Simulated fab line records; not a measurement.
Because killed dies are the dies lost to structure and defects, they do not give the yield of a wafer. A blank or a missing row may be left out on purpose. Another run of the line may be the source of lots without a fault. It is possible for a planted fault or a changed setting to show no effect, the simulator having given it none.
Chamber matching | flow nandHarc | 4 sister chambers for NHARC_A_WL_FILL_ALD_10 on aldHk-03
The step deposits SiO2, target thk 50 nm, pulse time 10 s, ald cycles 500. 4 wafers are shown with their chamber, then 7 later ones without.

== EACH WAFER AND ITS CHAMBER ==
wafer  | chamber | heaterPowerW (W)
L080.4 | 1       | 527
L080.5 | 0       | 493
L092.1 | 3       | 373
L092.4 | 2       | 496

== WAFERS WITH NO CHAMBER GIVEN ==
wafer  | heaterPowerW (W)
L092.5 | 392
L094.1 | 528
L094.2 | 494
L094.3 | 382
L094.4 | 534
L094.6 | 523
L094.5 | 494

== WHICH CHAMBER EACH ONE RAN IN ==
wafer  | from the rows above     | in truth
L092.5 | 3                       | 3
L094.1 | 1                       | 1
L094.2 | can't be placed: 0 or 2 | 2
L094.3 | 3                       | 3
L094.4 | 1                       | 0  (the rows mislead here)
L094.6 | 1                       | 1
L094.5 | can't be placed: 0 or 2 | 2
Correctly placed: 4 of 7. Unplaceable from these rows: 2, with the true chamber sitting among the candidates in 2. Wrongly placed: 1.
How it was worked out, from the rows above alone: a wafer's distance from a chamber is the root of the sum, over the readings, of the square of ((its reading less the chamber's mean) divided by the reading's scatter). The wafer belongs to the nearest chamber; if the next one is less than 2 further off, it can't be placed. Each chamber's mean is taken over the wafers shown for it. The scatter: root of mean squared gap, hidden wafer to nearest shown wafer, with one shown wafer a chamber.
